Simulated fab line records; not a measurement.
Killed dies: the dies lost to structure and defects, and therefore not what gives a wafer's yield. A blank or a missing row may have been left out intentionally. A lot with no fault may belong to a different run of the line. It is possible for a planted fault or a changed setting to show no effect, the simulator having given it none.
What tool caused it? / flow nand_harc / 14 lots with 40 wafers sampled at 2 steps, on a route of 1159 steps

== WHAT THE GAUGES READ, wafer by wafer ==
NHARC_A_BLC_INSPECT_12. Usual: raw_defect_count at 29, with a standard deviation of 15.
lot=L570; measured=day 16 21:10; on=defect_inspect-02; raw_defect_count=28 36 28; flag=
lot=L569; measured=day 16 22:13; on=defect_inspect-01; raw_defect_count=27 15 18; flag=
lot=L571; measured=day 17 18:47; on=defect_inspect-02; raw_defect_count=25 19 25; flag=
lot=L574; measured=day 18 02:12; on=defect_inspect-02; raw_defect_count=6 8 8; flag=
lot=L575; measured=day 18 10:44; on=defect_inspect-01; raw_defect_count=29 15 14; flag=
lot=L578; measured=day 19 00:19; on=defect_inspect-02; raw_defect_count=27 28 24; flag=
lot=L577; measured=day 19 14:26; on=defect_inspect-01; raw_defect_count=22 17 14; flag=
lot=L579; measured=day 19 15:17; on=defect_inspect-01; raw_defect_count=36 48 42; flag=
lot=L581; measured=day 20 12:08; on=defect_inspect-01; raw_defect_count=15 13 15; flag=
lot=L585; measured=day 20 20:23; on=defect_inspect-01; raw_defect_count=41 29; flag=
lot=L584; measured=day 21 05:04; on=defect_inspect-01; raw_defect_count=35 40; flag=
lot=L587; measured=day 21 23:23; on=defect_inspect-01; raw_defect_count=25 26 21; flag=
lot=L591; measured=day 22 19:56; on=defect_inspect-02; raw_defect_count=19 29 13; flag=
lot=L592; measured=day 23 14:11; on=defect_inspect-01; raw_defect_count=50 67 45; flag=

== WHICH TOOL RAN EACH LOT (tool, then ch and the chambers of the sampled wafers, then the start) ==
lot=L570; NHARC_A_CONTACT_ETCH_110=rie_diel-09 ch 0,1,2, day 16 18:22
lot=L569; NHARC_A_CONTACT_ETCH_110=rie_diel-09 ch 2,3, day 16 19:35
lot=L571; NHARC_A_CONTACT_ETCH_110=rie_diel-10 ch 0,2, day 17 08:04
lot=L574; NHARC_A_CONTACT_ETCH_110=rie_diel-10 ch 0,3, day 17 23:14
lot=L575; NHARC_A_CONTACT_ETCH_110=rie_diel-10 ch 1,2, day 18 03:04
lot=L578; NHARC_A_CONTACT_ETCH_110=rie_diel-02 ch 1,2, day 18 19:42
lot=L577; NHARC_A_CONTACT_ETCH_110=rie_diel-10 ch 1,2,3, day 19 11:40
lot=L579; NHARC_A_CONTACT_ETCH_110=rie_diel-10 ch 0,2,3, day 19 12:31
lot=L581; NHARC_A_CONTACT_ETCH_110=rie_diel-02 ch 0,2,3, day 20 05:04
lot=L585; NHARC_A_CONTACT_ETCH_110=rie_diel-09 ch 3, day 20 17:36
lot=L584; NHARC_A_CONTACT_ETCH_110=rie_diel-02 ch 3, day 20 21:44
lot=L587; NHARC_A_CONTACT_ETCH_110=rie_diel-10 ch 0,1,3, day 21 15:14
lot=L591; NHARC_A_CONTACT_ETCH_110=rie_diel-02 ch 1,3, day 22 14:46
lot=L592; NHARC_A_CONTACT_ETCH_110=rie_diel-09 ch 0,1,3, day 23 04:20
- NHARC_A_CONTACT_ETCH_110: etches the open film in CF4/O2, target depth 50 nm, overetch 5 nm, time 27.5 s.

== AS READ BY THE TOOLS THEMSELVES (means over the sampled wafers that have a number; for cases with no such wafer, the mark the record gives instead) ==
NHARC_A_CONTACT_ETCH_110. Usual: drypump_motor_current_A 5.8 A, standard deviation 0.36; oes_product_au 0.998 a.u., standard deviation 0.0097; rf_vpp_V 197.8 V, standard deviation 1.5; showerhead_plenum_p_Torr 1.34 Torr, standard deviation 0.065; throttle_valve_pct 13.398 %, standard deviation 0.0092.
lot=L570; tool=rie_diel-09; drypump_motor_current_A (A)=5.4; oes_product_au (a.u.)=1.000; rf_vpp_V (V)=197.4; showerhead_plenum_p_Torr (Torr)=1.33; throttle_valve_pct (%)=13.398; flag=
lot=L569; tool=rie_diel-09; drypump_motor_current_A (A)=6.0; oes_product_au (a.u.)=1.005; rf_vpp_V (V)=198.6; showerhead_plenum_p_Torr (Torr)=1.39; throttle_valve_pct (%)=13.393; flag=
lot=L571; tool=rie_diel-10; drypump_motor_current_A (A)=6.0; oes_product_au (a.u.)=1.008; rf_vpp_V (V)=199.3; showerhead_plenum_p_Torr (Torr)=1.41; throttle_valve_pct (%)=13.393; flag=
lot=L574; tool=rie_diel-10; drypump_motor_current_A (A)=5.6; oes_product_au (a.u.)=0.996; rf_vpp_V (V)=198.1; showerhead_plenum_p_Torr (Torr)=1.39; throttle_valve_pct (%)=13.390; flag=
lot=L575; tool=rie_diel-10; drypump_motor_current_A (A)=6.0; oes_product_au (a.u.)=1.001; rf_vpp_V (V)=196.5; showerhead_plenum_p_Torr (Torr)=1.30; throttle_valve_pct (%)=13.384; flag=
lot=L578; tool=rie_diel-02; drypump_motor_current_A (A)=5.8; oes_product_au (a.u.)=0.980; rf_vpp_V (V)=198.8; showerhead_plenum_p_Torr (Torr)=1.39; throttle_valve_pct (%)=13.400; flag=
lot=L577; tool=rie_diel-10; drypump_motor_current_A (A)=6.0; oes_product_au (a.u.)=1.002; rf_vpp_V (V)=197.7; showerhead_plenum_p_Torr (Torr)=1.33; throttle_valve_pct (%)=13.395; flag=
lot=L579; tool=rie_diel-10; drypump_motor_current_A (A)=6.0; oes_product_au (a.u.)=0.997; rf_vpp_V (V)=199.7; showerhead_plenum_p_Torr (Torr)=1.39; throttle_valve_pct (%)=13.392; flag=
lot=L581; tool=rie_diel-02; drypump_motor_current_A (A)=5.8; oes_product_au (a.u.)=0.995; rf_vpp_V (V)=197.6; showerhead_plenum_p_Torr (Torr)=1.33; throttle_valve_pct (%)=13.403; flag=
lot=L585; tool=rie_diel-09; drypump_motor_current_A (A)=6.2; oes_product_au (a.u.)=1.009; rf_vpp_V (V)=199.3; showerhead_plenum_p_Torr (Torr)=1.41; throttle_valve_pct (%)=13.402; flag=
lot=L584; tool=rie_diel-02; drypump_motor_current_A (A)=5.5; oes_product_au (a.u.)=0.986; rf_vpp_V (V)=195.6; showerhead_plenum_p_Torr (Torr)=1.25; throttle_valve_pct (%)=13.402; flag=
lot=L587; tool=rie_diel-10; drypump_motor_current_A (A)=5.6; oes_product_au (a.u.)=1.009; rf_vpp_V (V)=197.6; showerhead_plenum_p_Torr (Torr)=1.33; throttle_valve_pct (%)=13.403; flag=
lot=L591; tool=rie_diel-02; drypump_motor_current_A (A)=5.5; oes_product_au (a.u.)=1.002; rf_vpp_V (V)=196.3; showerhead_plenum_p_Torr (Torr)=1.28; throttle_valve_pct (%)=13.395; flag=
lot=L592; tool=rie_diel-09; drypump_motor_current_A (A)=5.7; oes_product_au (a.u.)=0.994; rf_vpp_V (V)=198.8; showerhead_plenum_p_Torr (Torr)=1.35; throttle_valve_pct (%)=13.400; flag=

== THE ANSWER, worked out from the rows above alone ==
Rule: take the mean of a lot's wafers that have a number; if it is more than 3 standard deviations from the usual mean, the lot is off. A lot without any number at a reading at which 4 lots or more have one is off too. All remaining lots with rows at the step are treated as sound. Order of review: gauges by route order, followed by the tools' own readings, for which a lot's mean as printed above is used. The first step at which some lot is off is used, and at that step the reading that is off furthest; a lot without a number counts as furthest.
Nothing can be told from this: no lot is off at any reading shown.

== WHAT THE SIMULATOR PUT IN ==
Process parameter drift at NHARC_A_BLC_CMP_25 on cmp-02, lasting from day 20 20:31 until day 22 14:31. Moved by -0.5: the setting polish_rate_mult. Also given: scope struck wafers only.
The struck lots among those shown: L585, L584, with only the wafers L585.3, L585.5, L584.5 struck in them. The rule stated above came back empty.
